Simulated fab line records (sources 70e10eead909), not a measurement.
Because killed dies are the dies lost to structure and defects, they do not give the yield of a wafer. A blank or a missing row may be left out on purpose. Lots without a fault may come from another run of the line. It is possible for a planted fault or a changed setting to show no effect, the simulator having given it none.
fab line records	flow nandHarc	part 2 of 2: steps 27 to 33 of 33
[record] lots = 5	wafers = 15	lastDay = 25
route steps=1159 shown A_STAIRCASE@702
lots that met no fault: taken from a fault-free run of the same line
startH: hours from the record's first day to the start of the lot's first wafer shown	waitH: hours from the lot's prior step to this one	" as in the row above	L1.1+2: one row covering several wafers at once	- value missing, or start not given	* or withheld: withheld	< > ~ a bound
route shown NAME@n: NAME is a module with steps in the file, n the number in the route of the first one	usual: average and standard deviation across the fault-free wafers	same: alike in all rows	chamber/n: place in a boat	sites: each site's reading	_std_site: the standard deviation of these	_edge_site: outer sites' mean less inner sites'	radiusMm: for every site, how far away it sits from the centre of the wafer	mask NAME#n: copy n	behind: the most recent tool/chamber to have shaped the wafer	hold: the reason the lot was held/the length of the hold in hours/how it ended	device: the transistor (n, p or np) that didn't switch	end of line: tests run on the same wafers once the route is complete	where a step has no rows: the recipe by itself	killed: dies that structure and defects cost at the first sort, which is not the same as the wafer's yield	map: per-die view of a wafer (x killed, . not killed, _ where there is no die)
set.NAME: the setting as run; set.NAME@STEP: as run at that earlier step	model.NAME: the simulator's own value behind a step, which no gauge read
lots at selected steps of the route; one table per step, one row per wafer
services: a tool's chamber out of use, with start hour (startH, from the record's first day; less than 0 if before it), hours out, and reason
[[steps]]
[step NHARC_A_STAIRCASE_CMP_450]
[recipe] targetThkNm = 200	material = SiO2
[usual] edgeZonePressureFrac = 1.000/0.0044	motorCurrentA = 12.1/1.1	retainingRingPressureFrac = 1.000/0.0047
lot.wafer	tool	chamber	startH	waitH	edgeZonePressureFrac	motorCurrentA	retainingRingPressureFrac
L078.2	cmp-02	0	329.70	-	0.995	13.3	0.990
L078.6	"	2	"	"	1.006	12.2	0.999
L078.5	"	3	"	"	0.998	10.9	1.005
L080.4	cmp-02	2	338.30	-	0.996	13.0	1.003
L080.1	"	3	"	"	1.002	10.8	1.008
L080.3	"	0	"	"	1.002	13.4	1.003
L087.1	cmp-02	1	379.34	-	0.996	11.7	0.998
L087.3	"	2	"	"	1.001	12.1	0.993
L087.6	"	1	"	"	0.997	12.6	1.001
L094.4	cmp-04	1	425.28	-	1.008	11.0	0.999
L094.2	"	2	"	"	0.996	11.7	0.996
L094.5	"	1	"	"	0.996	11.1	1.001
L096.3	cmp-03	0	454.62	-	1.000	12.6	1.002
L096.1	"	2	"	"	0.997	11.8	0.994
L096.6	"	1	"	"	0.994	11.4	1.002
[step NHARC_A_STAIRCASE_CMP_152]
[usual] edgeZonePressureFrac = 1.000/0.0046	motorCurrentA = 12.2/1.1	retainingRingPressureFrac = 1.000/0.0044
lot.wafer	tool	chamber	startH	waitH	edgeZonePressureFrac	motorCurrentA	retainingRingPressureFrac
L078.2	cmp-02	0	329.78	0.1	1.004	13.6	1.004
L078.6	"	2	"	"	1.000	11.3	0.995
L078.5	"	3	"	"	0.999	11.2	1.001
L080.4	cmp-02	2	338.37	0.1	1.008	11.5	1.003
L080.1	"	3	"	"	1.008	11.3	1.004
L080.3	"	0	"	"	0.997	14.2	0.999
L087.1	cmp-02	1	379.41	0.1	1.006	12.1	1.006
L087.3	"	2	"	"	0.998	11.9	1.001
L087.6	"	1	"	"	0.996	12.5	1.007
L094.4	cmp-04	1	425.35	0.1	0.996	10.6	0.993
L094.2	"	2	"	"	1.000	12.0	0.997
L094.5	"	1	"	"	0.997	10.6	0.998
L096.3	cmp-03	0	454.70	0.1	1.009	12.4	1.000
L096.1	"	2	"	"	1.012	11.7	0.997
L096.6	"	1	"	"	1.004	12.3	1.001
[step NHARC_A_STAIRCASE_SRD_154]
lot.wafer	tool	chamber	startH	waitH
L078.5+2+6	wetBench-01	0,1,3	330.04	0.0
L080.4+1+3	wetBench-01	6,0,3	338.65	0.0
L087.1+6+3	wetBench-07	4,0,1	379.70	0.0
L094.2+5+4	wetBench-07	2,4,5	425.62	0.0
L096.3+6+1	wetBench-05	3,6,7	454.98	0.0
[step NHARC_A_STAIRCASE_ETCH_403]
[recipe] targetDepthA = 1082	chemistry = dHF	material = SiO2
lot.wafer	tool	chamber	startH	waitH
L078.5+2+6	wetBench-01	0,1,3	330.07	0.0
L080.4+1+3	wetBench-01	6,0,3	338.67	0.0
L087.1+6+3	wetBench-07	4,0,1	379.73	0.0
L094.2+5+4	wetBench-07	2,4,5	425.65	0.0
L096.3+6+1	wetBench-05	3,6,7	455.01	0.0
[step NHARC_A_STAIRCASE_ETCHBACK_422]
[recipe] targetDepthA = 400	overEtchFrac = 0.3	timeS = 74.286	ionEnergyEv = 120	ch3fFlowSccm = 50	o2FlowSccm = 30	arFlowSccm = 200	rfW = 500	biasW = 100	chemistry = CH3F/O2
[usual] drypumpMotorCurrentA = 5.74/0.21	mfcArSccm = 200.1/0.63	oesProductAu = 0.96/0.039	rfVppV = 244.0/2	showerheadPlenumPTorr = 2.44/0.12	throttleValvePct = 20.663/0.0085
lot.wafer	tool	chamber	startH	waitH	drypumpMotorCurrentA	mfcArSccm	oesProductAu	rfHoursCounterH	rfVppV	showerheadPlenumPTorr	throttleValvePct
L078.2	rieDiel-05	1	330.24	0.2	5.72	200.3	0.90	65	243.2	2.33	20.664
L078.6	"	1	"	"	5.73	200.3	0.92	-	241.6	2.33	20.659
L078.5	"	2	"	"	5.35	200.5	0.92	-	245.2	2.43	20.674
L080.3	rieDiel-04	1	338.85	0.1	5.50	198.8	0.99	16	243.4	2.42	20.660
L080.4	"	2	"	"	5.62	199.7	1.02	8	246.3	2.63	20.656
L080.1	"	3	"	"	5.96	200.1	0.99	17	245.2	2.53	20.664
L087.1	rieDiel-05	1	379.89	0.2	5.76	199.4	1.00	11	241.6	2.33	20.661
L087.3	"	2	"	"	5.34	200.6	0.99	9	241.8	2.43	20.664
L087.6	"	0	"	"	5.73	199.9	1.00	-	241.3	2.30	20.652
L094.2	rieDiel-05	1	425.80	0.1	5.73	200.8	0.93	29	242.0	2.32	20.667
L094.4	"	0	"	"	5.72	200.1	0.93	28	242.3	2.29	20.657
L094.5	"	2	"	"	5.39	200.2	0.91	-	244.1	2.42	20.654
L096.3	rieDiel-05	1	455.18	0.2	5.75	199.7	0.99	43	242.5	2.31	20.668
L096.1	"	2	"	"	5.37	200.0	0.98	41	242.0	2.41	20.665
L096.6	"	3	"	"	5.79	200.3	0.99	-	247.5	2.62	20.666
[step NHARC_A_STAIRCASE_ETCH_423]
[recipe] targetDepthA = 300	chemistry = dHF	material = SiO2
lot.wafer	tool	chamber	startH	waitH
L078.6+5+2	wetBench-01	3,6,0	330.41	0.1
L080.4+1+3	wetBench-01	4,5,7	339.02	0.1
L087.1+3+6	wetBench-01	3,6,0	380.05	0.1
L094.4+5+2	wetBench-01	7,0,1	425.96	0.1
L096.3+6+1	wetBench-01	2,4,5	455.34	0.1
[step NHARC_A_STAIRCASE_ETCHBACK_157]
[recipe] targetDepthA = 900	overEtchFrac = 0.3	timeS = 167.14	ionEnergyEv = 120	ch3fFlowSccm = 50	o2FlowSccm = 30	arFlowSccm = 200	rfW = 500	biasW = 100	chemistry = CH3F/O2
[usual] drypumpMotorCurrentA = 5.73/0.22	mfcArSccm = 200.0/0.55	oesProductAu = 0.973/0.029	rfVppV = 243.8/1.9	showerheadPlenumPTorr = 2.42/0.12	throttleValvePct = 20.662/0.0094
lot.wafer	tool	chamber	startH	waitH	drypumpMotorCurrentA	mfcArSccm	oesProductAu	rfHoursCounterH	rfVppV	showerheadPlenumPTorr	throttleValvePct
L078.2	rieDiel-06	2	330.66	0.2	5.71	200.8	0.990	32	243.8	2.31	20.672
L078.6	"	3	"	"	5.75	200.3	1.007	-	244.9	2.53	20.670
L078.5	"	0	"	"	5.58	200.4	0.995	-	240.4	2.29	20.668
L080.3	rieDiel-04	2	339.19	0.1	5.63	200.4	1.010	8	245.6	2.63	20.659
L080.4	"	0	"	"	5.71	199.5	1.001	17	245.5	2.52	20.658
L080.1	"	1	"	"	5.50	199.8	0.998	16	243.6	2.42	20.659
L087.1	rieDiel-05	3	380.26	0.2	5.79	200.2	1.009	9	248.0	2.63	20.664
L087.3	"	1	"	"	5.75	200.6	1.001	11	241.0	2.32	20.659
L087.6	"	2	"	"	5.35	200.6	0.988	-	244.9	2.43	20.646
L094.4	rieDiel-05	2	426.16	0.2	5.37	200.5	0.938	28	245.2	2.42	20.647
L094.2	"	3	"	"	5.78	199.7	0.938	26	245.3	2.62	20.647
L094.5	"	2	"	"	5.34	200.5	0.921	-	244.6	2.42	20.660
L096.3	rieDiel-05	0	455.53	0.2	5.72	200.5	1.001	40	241.3	2.29	20.657
L096.1	"	2	"	"	5.34	199.7	0.973	41	242.8	2.41	20.661
L096.6	"	0	"	"	5.72	200.8	0.991	-	242.4	2.29	20.650
[[services]]
tool	chamber	startH	hours	kind
pecvd-04	-	269.95	1.4	repair
wetBench-07	-	272.09	8.0	pm
plasmaAsher-02	-	281.44	0.5	repair
wetBench-07	-	286.45	1.0	repair
pecvd-03	-	292.31	13.0	pm
wetH3po4-02	-	295.91	3.9	repair
rieDiel-06	0	298.58	3.3	repair
cmp-02	-	316.36	1.3	repair
lpcvd-01	-	316.54	26.0	pm
cmp-02	-	324.56	4.0	pm
lithoTrack-02	-	340.00	7.0	pm
rieDiel-05	-	340.60	9.0	pm
cmp-02	-	358.85	3.0	repair
plasmaAsher-02	-	360.67	9.0	pm
lithoTrack-07	-	364.00	7.0	pm
wetBench-05	-	372.84	8.0	pm
pecvd-04	-	376.32	13.0	pm
wetBench-01	-	389.63	8.0	pm
rieDiel-06	-	419.80	9.0	pm
cmp-02	-	422.56	4.0	pm
wetBench-07	-	431.08	3.0	repair
wetBench-05	-	434.68	5.3	repair
wetBench-01	-	444.23	1.1	repair
wetBench-07	-	448.09	8.0	pm
